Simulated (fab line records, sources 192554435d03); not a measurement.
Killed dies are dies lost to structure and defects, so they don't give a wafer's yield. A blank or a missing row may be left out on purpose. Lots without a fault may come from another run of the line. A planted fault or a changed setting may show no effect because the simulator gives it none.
Problem report in the 8D (eight disciplines) form, filled by code | flow n5_finfet | the parts of the form that need people (team, actions taken, sign-off) are left out

1. THE PROBLEM
trench_depth_nm at N5_BEOL_M5_OCD_MEAS_38 reads a mean of 75.6 nm on 1 wafer of 1 lot; wafers without a fault read 71.3 nm with a standard deviation of 0.98. That is +4.4 standard deviations from the usual mean.
First seen on wafer L872.6, day 13 08:07, on ocd-02. The record holds 25 wafers of 9 lots with a number at this step. Rule for "out", or "out of limits": more than 4 standard deviations from the usual mean. The other wafers with a number count as sound.

2. WHAT IT IS AND WHAT IT IS NOT
question                    | is                     | is not
which readings at this step | trench_depth_nm        | -
which lots                  | L872                   | L854, L855, L864, L866, L867, L868, L875, L877
which wafers of those lots  | all that have a number | -
read on which gauges        | ocd-02                 | ocd-01
when                        | from day 13 08:07      | up to then (18 sound wafers); but 6 sound wafers of L875, L877 came after

3. SUSPECTS, AND WHAT RULES EACH OUT
Counting: a tool at a process step up to the reading stays a suspect if it ran every lot that is out and no sound lot after the first of them.
- the gauge at N5_BEOL_M5_OCD_MEAS_38: kept. All the wafers that are out were read on ocd-02, and no step on other tools shows them out.
- rie_diel-02 at N5_BEOL_M5_DESCUM_33 (chemistry O2, time 7 s): kept. It ran the lot that is out, L872 (day 13 07:42), and no sound lot after that; its last sound lot up to then is L867 (day 11 14:22).
- rie_diel-02 at N5_BEOL_M5_TRENCH_ETCH_37 (etches SiCOH lowk in C4F6/O2, target depth 71.652 nm, time 24.7 s): kept. It ran the lot that is out, L872 (day 13 07:58), and no sound lot after that; its last sound lot up to then is L867 (day 11 14:37).
- rie_diel-02 at N5_BEOL_M5_STRIP_91 (strips in N2/H2, time 10 s): kept. It ran the lot that is out, L872 (day 13 08:07), and no sound lot after that; its last sound lot up to then is L867 (day 11 14:47). N5_BEOL_M5_STRIP_91 gives no start for some lots, so the hours and the order of its lots are those of N5_BEOL_M5_OCD_MEAS_38.
Left after counting: rie_diel-02 at N5_BEOL_M5_DESCUM_33, rie_diel-02 at N5_BEOL_M5_TRENCH_ETCH_37, rie_diel-02 at N5_BEOL_M5_STRIP_91, ocd-02 at N5_BEOL_M5_OCD_MEAS_38.

4. THE CAUSE (what the simulator had put in)
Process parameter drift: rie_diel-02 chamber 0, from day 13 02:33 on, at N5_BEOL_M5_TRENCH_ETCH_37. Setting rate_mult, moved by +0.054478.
Counting left 4 suspects, and this tool is among them.

5. THE CHAIN OF EFFECTS, in route order
Each row: a reading whose mean over the struck wafers that have a number lies more than 3 standard deviations from the usual. Only readings for which the record gives a usual standard deviation are gone through. hours: the time from each lot's start at the first step in this table that gives one to its start at this step, as a median over the lots. sigmas: the change in usual standard deviations.
hours | step                   | reading         | usual        | on struck wafers | change | sigmas
0     | N5_BEOL_M5_OCD_MEAS_38 | trench_depth_nm | 71.3 nm      | 75.6             | +4.3   | +4.4
8     | N5_BEOL_M5_RS_MEAS_57  | M5_RS           | 0.390 ohm/sq | 0.357            | -0.033 | -3.3
Later measuring or inspecting steps at which every struck wafer that the step has a row for has a number for every such reading, and none has moved that far: N5_BEOL_M5_THK_MEAS_53.

6. WHAT WOULD HAVE CAUGHT IT SOONER
In this record the first reading out of limits at a measuring or inspecting step was taken at day 13 08:07, 6 hours after the fault began at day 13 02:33.
Of the tool readings at N5_BEOL_M5_TRENCH_ETCH_37 for which the record gives a usual standard deviation, none was out on any struck wafer, so an alarm limit of 4 standard deviations on them would not have fired.
All the lots that are out (1) had begun N5_BEOL_M5_TRENCH_ETCH_37 on rie_diel-02 by day 13 08:07. A hold on the tool at that time would have spared none of them.
